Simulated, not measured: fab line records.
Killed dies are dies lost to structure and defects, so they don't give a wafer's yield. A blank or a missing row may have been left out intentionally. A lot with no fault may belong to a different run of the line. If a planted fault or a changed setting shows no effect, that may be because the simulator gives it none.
Comparing a struck lot with a sound one + flow nand harc + 15 out of 1159 route steps
Sound: the wafers L645.1, L645.2, L645.4. The struck wafers were L656.2, L656.5. Last of all comes the cause.
Each step with rows lists, per side, the tool, then ch with its chambers, then its first start. Under that, the readings that differ: sound wafers + struck wafers + difference of the means + sigmas: that difference in standard deviations of wafers without a fault.
alike: same words and numbers on both sides, and readings whose means sit less than 2 such deviations apart. not compared: any withheld reading, any reading some wafer has no value for, any bound like >300 that may hide the same value, and any number with overlapping values for which the record gives no deviation.
Wherever a step has rows on one side only, a row that says differs or no value, or a row with sigmas, the two part there. Non-overlapping numbers with no deviation appear without sigmas and do not part them. A reading missing from all wafers of one side parts the sides only when that side holds two or more wafers.

first, 1 step without rows for these wafers: NHARC_A_CONTACT_ETCH_49 (etches the open film in N2/H2, target depth 260 nm, time 475.3 s).
NHARC_A_CONTACT_ETCH_50: etches the open film in CF4/CHF3, target depth 84.7 nm, time 42.4 s.
  sound: rie diel-04 ch 0,2,3; struck: rie diel-04 ch 1
  alike: bias w, cf4 flow sccm, chamber pressure mTorr, drypump motor current A, oes product au, rf vpp V, showerhead plenum p Torr, throttle valve pct
  not compared: rf hours counter h
then, 5 steps without rows for these wafers: NHARC_A_CONTACT_ETCH_51 (etches the open film in O2/COS, target depth 3600 nm, time 936 s); NHARC_A_CONTACT_ETCH_111 (etches the open film in C4F8/O2/Ar, time 140 s, target depth 700 nm); NHARC_A_CONTACT_ETCH_112 (etches the open film in C4F8/O2/Ar, time 94 s, target depth 922 nm); NHARC_A_CONTACT_ETCH_113 (etches the open film in C4F8/O2/Ar, time 94 s, target depth 922 nm); NHARC_A_CONTACT_ETCH_114 (etches the open film in C4F8/O2/Ar, time 94 s, target depth 922 nm).
NHARC_A_CONTACT_ETCH_115: etches the open film in C4F8/O2/Ar, time 94 s, target depth 922 nm.
  sound on har cap etch-01 ch 0,1, day 15 21:43; struck on har cap etch-03 ch 0, day 19 12:01
  alike: chamber pressure mTorr, oes air line au
  not compared: rf hours counter h
NHARC_A_CONTACT_ETCH_116: etches the open film in C4F8/O2/Ar, time 94 s, target depth 922 nm.
  sound on har cap etch-01 ch 0,1, day 15 21:48; struck on har cap etch-03 ch 0, day 19 12:08
  alike: chamber pressure mTorr, oes air line au
  not compared: rf hours counter h
NHARC_A_CONTACT_ETCH_117: etches the open film in C4F8/O2/Ar, time 94 s, target depth 922 nm.
  sound on har cap etch-01 ch 0,1, day 15 21:53; struck on har cap etch-03 ch 0, day 19 12:16
  alike: chamber pressure mTorr, oes air line au
  not compared: rf hours counter h
NHARC_A_CONTACT_ETCH_118: etches the open film in C4F8/O2/Ar, time 94 s, target depth 922 nm.
  sound on har cap etch-01 ch 0,1, day 15 21:59; struck on har cap etch-03 ch 0, day 19 12:23
  alike: chamber pressure mTorr, oes air line au
  not compared: rf hours counter h
then, 1 step without rows for these wafers: NHARC_A_CONTACT_ETCH_119 (etches the open film in C4F8/O2/Ar, time 94 s, target depth 922 nm).
NHARC_A_CONTACT_ETCH_120: etches the open film in C4F8/O2/Ar, time 94 s, target depth 922 nm.
  sound on har cap etch-01 ch 0,1, day 15 22:10; struck on har cap etch-03 ch 0, day 19 12:38
  no value came back on the struck wafers for chamber pressure mTorr (mTorr), oes air line au (a.u.); on the sound wafers chamber pressure mTorr (mTorr) reads 19.982 20.013 20.001
  not compared: rf hours counter h
then, 2 steps without rows for these wafers: NHARC_A_CONTACT_ETCH_121 (etches the open film in C4F8/O2/Ar, time 94 s, target depth 922 nm); NHARC_END_SORT_01.

## WHERE THEY PART
Within this record, at NHARC_A_CONTACT_ETCH_120 only.

WHY: whatever the simulator had introduced
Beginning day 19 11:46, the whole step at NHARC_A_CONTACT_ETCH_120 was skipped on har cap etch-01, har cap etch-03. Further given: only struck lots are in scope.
